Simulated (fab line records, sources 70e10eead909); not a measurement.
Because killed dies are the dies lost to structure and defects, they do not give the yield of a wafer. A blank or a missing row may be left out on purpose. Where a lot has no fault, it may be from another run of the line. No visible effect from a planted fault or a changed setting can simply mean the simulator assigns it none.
fab line records	flow nand_harc
record: lots: 24	wafers: 72	last_day: 24
route steps=1159 shown A_BLC@977 A_M1@1041 A_BONDPAD@1061
lots with no fault: from the same line, run without faults
start_h: the number of hours between the record's first day and the start of the first shown wafer of the lot	wait_h: hours since the lot's step before	" unchanged from the row above	L1.1+2: one row covering several wafers at once	- no value present, or no start provided	* or withheld: withheld	< > ~ a bound
route shown NAME@n: names a module that has steps shown in the file, with the first one's number in the route	usual: mean and standard deviation over wafers with no fault	same: alike in all rows	chamber/n: place in a boat	sites: readings site by site	_std_site: how widely they spread, as a standard deviation	_edge_site: mean of outer sites minus mean of inner sites	radius_mm: for every site, how far away it sits from the centre of the wafer	mask NAME#n: copy n	behind: tool/chamber where the wafer was last shaped	hold: what put the lot on hold/how long, in hours/how the hold closed	device: the transistor (n, p or np) that didn't switch	end of line: the tests these same wafers got at the end of their route	a step given without rows: its recipe and nothing more	killed: dies that structure and defects cost at the first sort, which is not the same as the wafer's yield	map: the dies of a wafer, with x for killed, . for not killed, _ for no die there
set.NAME: setting as actually run; set.NAME@STEP: the setting as run at that earlier step	model.NAME: the simulator's own value behind a step, which no gauge read
steps of the route over a sample of lots; a table a step, a row a wafer
services: a tool's chamber out of use, with start hour (start_h, from the record's first day; less than 0 if before it), hours out, and reason
== steps ==
step: NHARC_A_BLC_DESCUM_15
recipe: time_s: 3	o2_flow_sccm: 200	ar_flow_sccm: 0	bias_power_w: 0	chemistry: O2
usual: drypump_motor_current_A: 5.6/0.46	oes_product_au: 1.000/0.0096	rf_vpp_V: 57.8/0.87	showerhead_plenum_p_Torr: 1.90/0.1	throttle_valve_pct: 11.312/0.0091
lot.wafer	tool	chamber	start_h	wait_h	drypump_motor_current_A	oes_product_au	rf_hours_counter_h	rf_vpp_V	showerhead_plenum_p_Torr	throttle_valve_pct
L074.1	rie_diel-02	1	393.13	0.1	6.0	0.994	18	58.8	1.88	11.332
L074.3	"	3	"	"	5.7	1.004	19	57.1	1.92	11.324
L074.6	"	0	"	"	5.1	1.021	-	57.8	2.07	11.322
L078.1	rie_diel-10	3	402.53	0.1	6.0	0.994	5	58.9	2.04	11.317
L078.4	"	0	"	"	4.9	1.012	5	55.5	1.81	11.322
L078.6	"	3	"	"	6.0	0.991	-	57.4	2.04	11.302
L075.3	rie_diel-08	1	402.93	0.1	5.4	0.993	9	58.3	2.03	11.313
L075.6	"	0	"	"	6.4	0.981	-	58.7	1.99	11.321
L075.5	"	1	"	"	5.4	0.999	-	59.3	2.03	11.301
L076.4	rie_diel-10	3	404.61	0.1	6.0	1.005	6	58.6	2.04	11.303
L076.2	"	1	"	"	4.9	1.014	5	58.6	1.92	11.322
L076.5	"	3	"	"	6.0	0.995	-	58.7	2.04	11.308
L080.2	rie_diel-08	3	405.03	0.1	5.5	0.979	9	58.1	1.80	11.307
L080.1	"	2	"	"	5.4	0.995	10	57.8	1.77	11.299
L080.6	"	0	"	"	6.4	1.002	-	58.7	1.99	11.320
L079.1	rie_diel-08	3	411.18	0.1	5.6	0.989	11	57.4	1.80	11.312
L079.4	"	0	"	"	6.4	0.986	10	57.5	1.99	11.298
L079.6	"	2	"	"	5.4	0.982	-	56.3	1.77	11.313
L077.4	rie_diel-10	2	412.14	0.1	5.8	1.003	5	57.4	1.88	11.320
L077.2	"	1	"	"	4.9	1.006	6	57.1	1.92	11.325
L077.6	"	2	"	"	5.7	1.009	-	57.8	1.88	11.297
L081.4	rie_diel-10	3	438.36	0.1	6.0	0.986	9	59.9	2.04	11.312
L081.2	"	1	"	"	4.9	1.021	9	56.7	1.92	11.301
L081.3	"	2	"	"	5.7	0.994	9	58.9	1.87	11.318
L082.3	rie_diel-08	3	438.86	0.1	5.6	0.986	13	58.0	1.80	11.319
L082.4	"	0	"	"	6.4	1.000	12	57.6	1.99	11.309
L082.6	"	3	"	"	5.6	0.990	-	56.6	1.80	11.302
L083.1	rie_diel-08	3	448.86	0.1	5.6	0.979	14	57.5	1.80	11.319
L083.5	"	1	"	"	5.4	0.990	-	60.6	2.03	11.314
L083.6	"	2	"	"	5.4	0.997	-	57.6	1.77	11.311
L085.2	rie_diel-08	2	458.16	0.1	5.4	0.999	16	58.1	1.77	11.311
L085.4	"	1	"	"	5.4	1.007	15	57.5	2.03	11.326
L085.6	"	2	"	"	5.4	0.991	-	56.5	1.77	11.316
L084.1	rie_diel-08	0	460.10	0.1	6.4	0.997	14	58.7	1.99	11.302
L084.6	"	2	"	"	5.4	1.004	-	55.8	1.77	11.318
L084.5	"	3	"	"	5.6	0.990	-	58.1	1.80	11.325
L087.3	rie_diel-08	0	466.55	0.1	6.4	1.011	15	57.3	1.99	11.309
L087.4	"	2	"	"	5.4	0.999	17	56.8	1.77	11.314
L087.5	"	1	"	"	5.4	1.009	-	58.7	2.03	11.304
L088.4	rie_diel-10	3	477.76	0.1	6.0	0.996	12	59.1	2.04	11.324
L088.1	"	1	"	"	4.9	1.008	12	57.7	1.92	11.300
L088.6	"	2	"	"	5.7	0.991	-	57.5	1.87	11.325
L086.2	rie_diel-10	2	484.23	0.1	5.8	0.999	12	57.3	1.87	11.303
L086.3	"	3	"	"	6.0	1.001	13	58.6	2.04	11.301
L086.1	"	1	"	"	4.9	1.008	13	57.6	1.92	11.316
L089.3	rie_diel-10	2	485.46	0.1	5.7	0.994	13	56.7	1.87	11.305
L089.4	"	3	"	"	6.0	1.002	14	58.3	2.04	11.306
L089.6	"	0	"	"	4.9	0.992	-	57.4	1.81	11.293
L090.2	rie_diel-08	2	493.65	0.1	5.4	0.998	1	56.2	1.77	11.309
L090.4	"	3	"	"	5.6	1.005	0	57.5	1.79	11.318
L090.5	"	2	"	"	5.4	1.005	-	58.9	1.77	11.327
L092.4	rie_diel-08	1	503.33	0.1	5.4	0.992	1	57.6	2.03	11.308
L092.1	"	2	"	"	5.4	0.996	1	56.7	1.77	11.318
L092.5	"	3	"	"	5.6	0.993	-	58.0	1.79	11.313
L095.2	rie_diel-02	1	503.66	0.1	6.0	0.984	42	57.3	1.87	11.307
L095.6	"	0	"	"	5.1	0.999	-	57.4	2.06	11.321
L095.5	"	1	"	"	6.0	0.987	-	57.2	1.87	11.317
L091.4	rie_diel-10	1	504.20	0.1	4.9	1.011	16	57.3	1.92	11.315
L091.3	"	2	"	"	5.7	0.994	16	58.6	1.87	11.306
L091.5	"	0	"	"	4.9	1.008	-	56.1	1.81	11.324
L094.1	rie_diel-08	3	504.93	0.1	5.5	1.011	2	56.5	1.79	11.320
L094.3	"	0	"	"	6.5	1.008	2	57.9	1.99	11.316
L094.2	"	1	"	"	5.4	1.000	2	58.0	2.03	11.307
L093.2	rie_diel-10	2	514.68	0.1	5.7	1.015	17	57.7	1.87	11.331
L093.1	"	0	"	"	5.0	1.003	19	57.4	1.81	11.311
L093.5	"	1	"	"	4.9	1.006	-	56.8	1.92	11.301
L096.1	rie_diel-08	2	524.95	0.1	5.4	1.005	4	57.3	1.77	11.325
L096.3	"	3	"	"	5.6	0.990	4	57.7	1.79	11.309
L096.5	"	1	"	"	5.4	1.006	-	58.7	2.03	11.304
L097.1	rie_diel-08	3	531.48	0.1	5.6	1.007	4	57.9	1.79	11.296
L097.5	"	3	"	"	5.6	1.005	-	58.3	1.79	11.314
L097.6	"	0	"	"	6.4	1.002	-	57.3	1.99	11.322
step: NHARC_A_BLC_ALD_23
recipe: target_thk_a: 30	pulse_time_s: 1	ald_cycles: 150	temp_c: 450	material: TiN
usual: heater_power_w: 1032/89	precursor_pulse_height_rel: 1.002/0.019
same: ald_cycles: 150
lot.wafer	tool	chamber	start_h	wait_h	heater_power_w	precursor_pulse_height_rel
L074.1	ald_metal-01	2	395.19	-	953	0.957
L074.3	"	0	"	"	1073	0.978
L074.6	"	2	"	"	990	1.015
L078.4	ald_metal-03	1	404.36	-	877	1.004
L078.1	"	2	"	"	1095	1.040
L078.6	"	1	"	"	875	1.022
L075.3	ald_metal-04	3	404.76	-	1206	1.032
L075.5	"	2	"	"	1022	0.994
L075.6	"	3	"	"	1165	1.000
L076.2	ald_metal-01	2	406.41	-	965	1.015
L076.4	"	0	"	"	1072	0.964
L076.5	"	2	"	"	993	1.004
L080.2	ald_metal-03	2	406.89	-	1110	0.964
L080.1	"	3	"	"	1029	0.986
L080.6	"	1	"	"	896	1.017
L079.4	ald_metal-03	2	413.00	-	1068	1.019
L079.1	"	3	"	"	1017	0.958
L079.6	"	1	"	"	884	1.014
L077.4	ald_metal-01	2	413.96	-	981	1.024
L077.2	"	0	"	"	1048	1.019
L077.6	"	3	"	"	1063	0.989
L081.2	ald_metal-03	2	440.21	-	1106	0.984
L081.4	"	3	"	"	1078	1.006
L081.3	"	1	"	"	879	0.965
L082.3	ald_metal-04	3	440.71	-	1185	1.015
L082.4	"	0	"	"	1098	1.003
L082.6	"	1	"	"	1080	0.983
L083.1	ald_metal-03	3	450.66	-	1018	0.976
L083.6	"	3	"	"	1071	1.016
L083.5	"	0	"	"	950	0.992
L085.2	ald_metal-03	2	460.13	-	1090	0.985
L085.4	"	0	"	"	936	0.991
L085.6	"	2	"	"	1110	1.003
L084.1	ald_metal-03	3	462.02	-	1046	0.999
L084.6	"	0	"	"	953	1.007
L084.5	"	1	"	"	889	0.967
L087.4	ald_metal-04	1	468.38	-	1052	0.996
L087.3	"	2	"	"	1051	1.011
L087.5	"	1	"	"	1059	1.007
L088.4	ald_metal-04	0	479.64	-	1095	1.005
L088.1	"	1	"	"	1068	1.035
L088.6	"	3	"	"	1156	1.000
L086.3	ald_metal-01	0	486.61	-	998	0.980
L086.1	"	1	"	"	1176	0.987
L086.2	"	2	"	"	1027	0.962
L089.4	ald_metal-04	2	487.28	-	1016	1.013
L089.3	"	1	"	"	1044	0.979
L089.6	"	3	"	"	1174	0.999
L090.2	ald_metal-03	0	495.46	-	925	0.982
L090.5	"	0	"	"	972	1.001
L090.4	"	1	"	"	904	1.009
L092.4	ald_metal-04	0	505.35	-	1085	1.023
L092.1	"	1	"	"	1069	1.016
L092.5	"	0	"	"	1066	0.997
L095.2	ald_metal-01	0	505.55	-	962	1.008
L095.6	"	3	"	"	1050	1.039
L095.5	"	0	"	"	1001	0.998
L091.3	ald_metal-01	1	506.11	-	1153	0.983
L091.4	"	1	"	"	1140	1.042
L091.5	"	0	"	"	993	0.985
L094.3	ald_metal-01	0	507.02	-	982	1.014
L094.2	"	1	"	"	1137	0.975
L094.1	"	3	"	"	1011	0.984
L093.1	ald_metal-03	1	516.64	-	839	0.987
L093.2	"	2	"	"	1056	1.013
L093.5	"	3	"	"	1041	1.010
L096.3	ald_metal-03	1	526.74	-	819	1.019
L096.1	"	3	"	"	1042	0.991
L096.5	"	2	"	"	1057	1.005
L097.1	ald_metal-01	0	533.34	-	986	1.014
L097.6	"	2	"	"	1004	1.013
L097.5	"	3	"	"	1015	0.997
step: NHARC_A_BLC_INSPECT_28
usual: raw_defect_count: 450/130
lot.wafer	tool	chamber	start_h	wait_h	raw_defect_count
L074.1	defect_inspect-01	-	399.89	0.1	289
L074.3	"	-	"	"	407
L074.6	"	-	"	"	307
L078.1	defect_inspect-02	-	405.48	0.1	707
L078.4	"	-	"	"	635
L078.6	"	-	"	"	667
L075.3	defect_inspect-01	-	409.77	0.1	368
L075.5	"	-	"	"	394
L075.6	"	-	"	"	624
L076.2	defect_inspect-01	-	410.23	0.1	516
L076.4	"	-	"	"	524
L076.5	"	-	"	"	394
L080.1	defect_inspect-02	-	410.63	0.1	543
L080.2	"	-	"	"	560
L080.6	"	-	"	"	610
L079.1	defect_inspect-02	-	414.14	0.1	338
L079.4	"	-	"	"	300
L079.6	"	-	"	"	224
L077.2	defect_inspect-01	-	415.10	0.1	531
L077.4	"	-	"	"	605
L077.6	"	-	"	"	466
L081.2	defect_inspect-01	-	441.42	0.1	368
L081.3	"	-	"	"	425
L081.4	"	-	"	"	463
L082.3	defect_inspect-02	-	441.81	0.1	448
L082.4	"	-	"	"	356
L082.6	"	-	"	"	536
L083.1	defect_inspect-02	-	464.10	0.1	450
L083.5	"	-	"	"	581
L083.6	"	-	"	"	414
L085.2	defect_inspect-01	-	466.37	0.1	372
L085.4	"	-	"	"	330
L085.6	"	-	"	"	328
L084.1	defect_inspect-01	-	475.31	0.1	467
L084.5	"	-	"	"	453
L084.6	"	-	"	"	482
L087.3	defect_inspect-02	-	476.24	0.1	278
L087.4	"	-	"	"	389
L087.5	"	-	"	"	363
L088.1	defect_inspect-01	-	483.93	0.1	869
L088.4	"	-	"	"	731
L088.6	"	-	"	"	562
L086.1	defect_inspect-02	-	492.14	0.1	365
L086.2	"	-	"	"	368
L086.3	"	-	"	"	284
L089.3	defect_inspect-02	-	493.34	0.1	542
L089.4	"	-	"	"	447
L089.6	"	-	"	"	988
L090.2	defect_inspect-02	-	497.05	0.1	606
L090.4	"	-	"	"	816
L090.5	"	-	"	"	451
L092.1	defect_inspect-01	-	510.36	0.1	495
L092.4	"	-	"	"	355
L092.5	"	-	"	"	716
L095.2	defect_inspect-01	-	510.39	0.1	289
L095.5	"	-	"	"	360
L095.6	"	-	"	"	421
L091.3	defect_inspect-02	-	510.85	0.1	558
L091.4	"	-	"	"	482
L091.5	"	-	"	"	392
L094.1	defect_inspect-02	-	514.05	0.1	472
L094.2	"	-	"	"	535
L094.3	"	-	"	"	333
L093.1	defect_inspect-01	-	517.84	0.1	336
L093.2	"	-	"	"	486
L093.5	"	-	"	"	364
L096.1	defect_inspect-01	-	527.88	0.1	343
L096.3	"	-	"	"	364
L096.5	"	-	"	"	406
L097.1	defect_inspect-01	-	538.24	0.1	348
L097.5	"	-	"	"	455
L097.6	"	-	"	"	266
step: NHARC_A_M1_ETCH_15
recipe: target_depth_a: 1825	time_s: 91.2	c4f8_flow_sccm: withheld	ar_flow_sccm: 400	rf_w: 600	bias_w: 300	chemistry: C4F8/Ar
usual: oes_product_au: 0.953/0.022	rf_vpp_V: 441.5/2.2
lot.wafer	tool	chamber	start_h	wait_h	oes_product_au	rf_hours_counter_h	rf_vpp_V
L074.3	rie_diel-12	2	-	-	0.982	1	440.4
L074.1	"	0	"	"	0.976	1	443.5
L074.6	"	2	"	"	0.984	-	439.6
L078.1	rie_diel-01	0	-	-	0.982	8	444.9
L078.4	"	1	"	"	0.948	7	442.9
L078.6	"	1	"	"	0.952	-	442.1
L075.3	rie_diel-12	1	-	-	0.947	2	440.2
L075.5	"	3	"	"	0.948	-	439.7
L075.6	"	0	"	"	0.935	-	443.1
L076.2	rie_diel-03	1	-	-	0.968	0	439.1
L076.4	"	0	"	"	0.974	0	441.4
L076.5	"	1	"	"	0.977	-	439.9
L080.2	rie_diel-03	3	-	-	0.964	0	442.1
L080.1	"	0	"	"	0.953	0	441.1
L080.6	"	0	"	"	0.957	-	440.9
L079.4	rie_diel-01	3	-	-	0.917	9	436.2
L079.1	"	2	"	"	0.917	9	443.5
L079.6	"	0	"	"	0.921	-	444.3
L077.2	rie_diel-12	3	-	-	0.967	2	440.3
L077.4	"	1	"	"	0.988	2	439.9
L077.6	"	2	"	"	0.992	-	439.7
L081.3	rie_diel-03	0	-	-	0.977	1	443.0
L081.4	"	2	"	"	0.944	1	445.2
L081.2	"	3	"	"	0.967	1	441.2
L082.3	rie_diel-12	1	-	-	0.960	4	437.8
L082.6	"	3	"	"	0.962	-	441.1
L082.4	"	0	"	"	0.980	-	442.6
L083.1	rie_diel-03	0	-	-	0.930	1	441.7
L083.6	"	1	"	"	0.938	-	440.3
L083.5	"	2	"	"	0.922	-	445.8
L085.2	rie_diel-01	3	-	-	0.926	13	437.5
L085.4	"	2	"	"	0.923	12	444.3
L085.6	"	3	"	"	0.919	-	436.6
L084.1	rie_diel-03	2	-	-	0.944	2	445.2
L084.6	"	0	"	"	0.952	-	440.9
L084.5	"	1	"	"	0.953	-	441.2
L087.3	rie_diel-03	2	-	-	0.947	2	444.4
L087.4	"	1	"	"	0.974	2	441.3
L087.5	"	3	"	"	0.966	-	442.0
L088.1	rie_diel-01	3	-	-	0.917	14	436.9
L088.4	"	1	"	"	0.920	13	440.4
L088.6	"	0	"	"	0.929	-	445.5
L086.1	rie_diel-12	0	-	-	0.934	8	442.6
L086.2	"	2	"	"	0.938	7	439.0
L086.3	"	3	"	"	0.930	8	441.0
L089.3	rie_diel-12	0	-	-	0.965	8	443.3
L089.4	"	1	"	"	0.978	8	438.5
L089.6	"	0	"	"	0.986	-	443.1
L090.2	rie_diel-03	3	-	-	0.924	2	442.2
L090.4	"	0	"	"	0.928	2	442.2
L090.5	"	2	"	"	0.920	-	444.0
L092.4	rie_diel-03	0	-	-	0.971	3	441.5
L092.1	"	3	"	"	0.960	2	440.9
L092.5	"	1	"	"	0.972	-	440.6
L095.2	rie_diel-12	2	-	-	0.929	8	440.2
L095.6	"	1	"	"	0.925	-	439.6
L095.5	"	2	"	"	0.931	-	440.3
L091.4	rie_diel-03	3	-	-	0.968	3	441.5
L091.3	"	2	"	"	0.969	2	445.2
L091.5	"	0	"	"	0.961	-	441.4
L094.2	rie_diel-03	0	-	-	0.972	3	442.5
L094.3	"	1	"	"	0.980	3	440.7
L094.1	"	3	"	"	0.949	3	439.7
L093.2	rie_diel-12	3	-	-	0.944	10	440.9
L093.1	"	1	"	"	0.956	9	439.8
L093.5	"	0	"	"	0.941	-	443.8
L096.3	rie_diel-12	3	-	-	0.918	10	441.8
L096.1	"	0	"	"	0.931	10	444.8
L096.5	"	0	"	"	0.940	-	443.1
L097.1	rie_diel-01	2	-	-	0.973	2	444.5
L097.5	"	2	"	"	0.964	-	443.6
L097.6	"	3	"	"	0.988	-	435.9
step: NHARC_A_M1_ETCH_28
recipe: target_depth_a: 300	over_etch_frac: 0.3	time_s: 72.99	ion_energy_ev: 150	cf4_flow_sccm: 50	n2_flow_sccm: 100	ar_flow_sccm: 150	rf_w: 300	bias_w: 100	chemistry: CF4/N2
usual: drypump_motor_current_A: 5.7/0.47	oes_product_au: 1.004/0.0093	rf_vpp_V: 314.6/1.7	showerhead_plenum_p_Torr: 2.65/0.087	throttle_valve_pct: 19.793/0.0089
lot.wafer	tool	chamber	start_h	wait_h	drypump_motor_current_A	oes_product_au	rf_hours_counter_h	rf_vpp_V	showerhead_plenum_p_Torr	throttle_valve_pct
L074.1	rie_diel-01	0	-	-	6.1	1.006	8	317.9	2.80	19.786
L074.3	"	3	"	"	5.9	0.996	7	310.5	2.44	19.802
L074.6	"	1	"	"	6.0	0.990	-	315.6	2.67	19.795
L078.4	rie_diel-12	2	-	-	6.2	1.006	1	314.6	2.59	19.798
L078.1	"	0	"	"	4.9	1.018	1	317.3	2.74	19.793
L078.6	"	2	"	"	6.2	1.011	-	314.7	2.58	19.805
L075.3	rie_diel-01	0	-	-	6.1	1.000	9	317.0	2.80	19.792
L075.6	"	2	"	"	6.0	0.991	-	317.9	2.77	19.789
L075.5	"	3	"	"	5.9	0.996	-	311.1	2.44	19.793
L076.2	rie_diel-12	1	-	-	6.0	1.001	2	313.1	2.58	19.784
L076.4	"	2	"	"	6.2	1.008	2	312.7	2.58	19.801
L076.5	"	0	"	"	4.9	1.022	-	315.8	2.74	19.814
L080.1	rie_diel-01	3	-	-	5.9	0.996	9	311.3	2.44	19.784
L080.2	"	0	"	"	6.1	0.999	9	315.5	2.80	19.794
L080.6	"	0	"	"	6.1	0.996	-	317.2	2.80	19.789
L079.1	rie_diel-03	1	-	-	5.9	1.010	1	313.3	2.61	19.793
L079.4	"	0	"	"	5.5	1.004	0	315.5	2.65	19.806
L079.6	"	2	"	"	6.3	0.993	-	316.0	2.79	19.789
L077.2	rie_diel-03	1	-	-	5.9	0.999	1	313.3	2.61	19.804
L077.4	"	3	"	"	5.0	0.997	1	314.9	2.65	19.792
L077.6	"	0	"	"	5.5	0.998	-	314.5	2.65	19.792
L081.2	rie_diel-03	1	-	-	5.9	1.017	1	314.1	2.61	19.789
L081.4	"	2	"	"	6.3	1.006	1	315.5	2.79	19.791
L081.3	"	0	"	"	5.5	0.999	1	313.9	2.65	19.797
L082.3	rie_diel-12	1	-	-	6.0	0.996	4	313.7	2.58	19.808
L082.6	"	0	"	"	4.9	1.012	-	315.7	2.74	19.798
L082.4	"	1	"	"	6.0	1.001	-	313.2	2.58	19.794
L083.1	rie_diel-12	0	-	-	4.9	1.015	6	314.6	2.74	19.802
L083.6	"	0	"	"	4.9	1.027	-	316.7	2.74	19.780
L083.5	"	1	"	"	6.0	1.006	-	312.6	2.58	19.781
L085.2	rie_diel-12	0	-	-	4.9	1.018	6	314.9	2.74	19.807
L085.4	"	1	"	"	6.0	0.999	6	313.7	2.58	19.789
L085.6	"	3	"	"	5.5	0.997	-	313.2	2.63	19.794
L084.1	rie_diel-12	2	-	-	6.2	1.004	6	312.6	2.58	19.791
L084.6	"	1	"	"	6.0	1.010	-	311.7	2.58	19.786
L084.5	"	2	"	"	6.2	1.004	-	313.2	2.58	19.798
L087.4	rie_diel-12	3	-	-	5.6	1.012	7	314.9	2.63	19.777
L087.3	"	0	"	"	4.9	1.015	6	316.3	2.74	19.792
L087.5	"	2	"	"	6.2	1.010	-	313.0	2.58	19.801
L088.4	rie_diel-03	1	-	-	6.0	1.007	2	314.6	2.61	19.792
L088.1	"	2	"	"	6.4	0.995	2	316.7	2.79	19.797
L088.6	"	3	"	"	5.0	1.004	-	314.4	2.65	19.795
L086.3	rie_diel-12	2	-	-	6.2	1.009	7	314.8	2.58	19.808
L086.2	"	3	"	"	5.5	0.997	8	313.6	2.63	19.786
L086.1	"	0	"	"	4.9	1.011	8	316.2	2.74	19.791
L089.3	rie_diel-12	2	-	-	6.2	1.007	7	313.4	2.58	19.790
L089.4	"	3	"	"	5.5	1.013	8	314.7	2.63	19.805
L089.6	"	2	"	"	6.2	1.006	-	314.0	2.58	19.783
L090.4	rie_diel-12	1	-	-	6.0	1.009	8	312.1	2.58	19.794
L090.2	"	2	"	"	6.2	1.011	8	312.8	2.58	19.815
L090.5	"	0	"	"	4.9	1.013	-	317.0	2.73	19.803
L092.4	rie_diel-03	0	-	-	5.5	0.999	3	314.9	2.65	19.789
L092.1	"	1	"	"	6.0	0.998	3	313.2	2.61	19.797
L092.5	"	3	"	"	5.0	0.986	-	314.7	2.65	19.796
L095.2	rie_diel-12	3	-	-	5.5	1.017	9	315.9	2.63	19.800
L095.5	"	0	"	"	4.9	1.015	-	316.7	2.73	19.767
L095.6	"	1	"	"	6.0	1.021	-	313.0	2.58	19.776
L091.3	rie_diel-01	3	-	-	5.8	1.004	1	310.7	2.44	19.806
L091.4	"	0	"	"	6.1	1.004	1	316.7	2.79	19.790
L091.5	"	0	"	"	6.0	0.999	-	318.4	2.79	19.793
L094.3	rie_diel-03	3	-	-	5.0	0.992	3	314.8	2.65	19.791
L094.1	"	0	"	"	5.5	1.002	3	313.5	2.65	19.797
L094.2	"	1	"	"	6.0	1.002	3	313.9	2.61	19.803
L093.1	rie_diel-03	3	-	-	5.0	0.991	3	313.0	2.65	19.795
L093.2	"	0	"	"	5.5	1.001	3	315.7	2.65	19.793
L093.5	"	1	"	"	6.0	0.994	-	314.8	2.61	19.776
L096.3	rie_diel-12	3	-	-	5.5	0.998	10	313.6	2.63	19.783
L096.1	"	0	"	"	4.9	1.019	11	315.6	2.73	19.796
L096.5	"	2	"	"	6.2	1.005	-	312.5	2.58	19.801
L097.1	rie_diel-03	2	-	-	6.3	0.993	3	317.7	2.79	19.795
L097.6	"	3	"	"	5.0	1.002	-	315.8	2.65	19.805
L097.5	"	0	"	"	5.5	1.006	-	314.9	2.65	19.817
step: NHARC_A_BONDPAD_THK_MEAS_30
recipe: thk_meas_gauge: ellipsometry
usual: thk_nm: 199.8/1.7
lot.wafer	tool	chamber	start_h	wait_h	thk_nm
L074.1	film_metro-02	-	408.96	0.2	200.1
L074.3	"	-	"	"	198.6
L074.6	"	-	"	"	197.5
L078.1	film_metro-01	-	414.56	0.2	198.5
L078.4	"	-	"	"	197.4
L078.6	"	-	"	"	197.4
L075.3	film_metro-01	-	419.37	0.2	200.2
L075.5	"	-	"	"	200.5
L075.6	"	-	"	"	199.6
L076.2	film_metro-01	-	419.81	0.2	197.9
L076.4	"	-	"	"	202.0
L076.5	"	-	"	"	199.3
L080.1	film_metro-02	-	420.75	0.2	200.8
L080.2	"	-	"	"	205.1
L080.6	"	-	"	"	202.0
L079.1	film_metro-01	-	423.44	0.2	200.0
L079.4	"	-	"	"	199.5
L079.6	"	-	"	"	198.7
L077.2	film_metro-01	-	424.95	0.2	199.8
L077.4	"	-	"	"	200.4
L077.6	"	-	"	"	197.2
L081.2	film_metro-02	-	451.08	0.2	197.4
L081.3	"	-	"	"	199.5
L081.4	"	-	"	"	199.6
L082.3	film_metro-01	-	451.49	0.2	200.2
L082.4	"	-	"	"	202.6
L082.6	"	-	"	"	200.6
L083.1	film_metro-02	-	473.53	0.2	199.1
L083.5	"	-	"	"	200.2
L083.6	"	-	"	"	199.0
L085.2	film_metro-01	-	475.61	0.2	200.0
L085.4	"	-	"	"	199.8
L085.6	"	-	"	"	199.6
L084.1	film_metro-01	-	484.35	0.2	200.9
L084.5	"	-	"	"	198.9
L084.6	"	-	"	"	203.7
L087.3	film_metro-02	-	485.82	0.2	199.0
L087.4	"	-	"	"	202.6
L087.5	"	-	"	"	198.7
L088.1	film_metro-01	-	492.97	0.2	200.4
L088.4	"	-	"	"	198.5
L088.6	"	-	"	"	200.6
L086.1	film_metro-01	-	501.21	0.2	200.5
L086.2	"	-	"	"	198.3
L086.3	"	-	"	"	198.2
L089.3	film_metro-02	-	502.55	0.2	198.3
L089.4	"	-	"	"	198.4
L089.6	"	-	"	"	198.5
L090.2	film_metro-01	-	506.31	0.2	197.8
L090.4	"	-	"	"	199.0
L090.5	"	-	"	"	198.9
L092.1	film_metro-01	-	520.07	0.2	200.1
L092.4	"	-	"	"	201.7
L092.5	"	-	"	"	200.1
L095.2	film_metro-01	-	520.43	0.2	197.6
L095.5	"	-	"	"	198.9
L095.6	"	-	"	"	198.4
L091.3	film_metro-01	-	521.24	0.2	199.7
L091.4	"	-	"	"	202.3
L091.5	"	-	"	"	199.1
L094.1	film_metro-02	-	523.64	0.2	204.4
L094.2	"	-	"	"	200.2
L094.3	"	-	"	"	199.7
L093.1	film_metro-02	-	527.61	0.1	200.3
L093.2	"	-	"	"	197.3
L093.5	"	-	"	"	197.8
L096.1	film_metro-01	-	537.26	0.2	201.6
L096.3	"	-	"	"	199.3
L096.5	"	-	"	"	200.2
L097.1	film_metro-01	-	547.33	0.2	200.0
L097.5	"	-	"	"	198.4
L097.6	"	-	"	"	200.1
== services ==
tool	chamber	start_h	hours	kind
rie_diel-12	-	379.40	9.0	pm
rie_diel-08	0	379.71	1.7	repair
ald_metal-03	1	381.16	2.0	repair
rie_diel-03	3	388.05	6.0	repair
rie_diel-10	1	388.27	5.3	repair
rie_diel-12	2	389.20	6.1	repair
rie_diel-03	-	392.30	9.0	pm
rie_diel-12	0	425.18	3.9	repair
rie_diel-08	0	442.76	4.8	repair
rie_diel-12	2	446.16	5.8	repair
rie_diel-10	1	459.71	2.5	repair
rie_diel-03	2	462.23	4.5	repair
rie_diel-08	-	478.86	9.0	pm
ald_metal-03	3	488.89	15.8	repair
rie_diel-01	-	491.92	9.0	pm
rie_diel-03	-	496.42	2.1	repair
ald_metal-03	-	500.00	10.0	pm
rie_diel-08	-	506.49	0.3	repair
rie_diel-03	2	507.46	4.2	repair
rie_diel-08	2	510.66	1.8	repair
rie_diel-10	3	510.96	4.1	repair
rie_diel-03	-	530.10	7.2	repair
rie_diel-10	-	530.50	9.0	pm
rie_diel-12	-	542.19	1.1	repair
== key ==
fault none
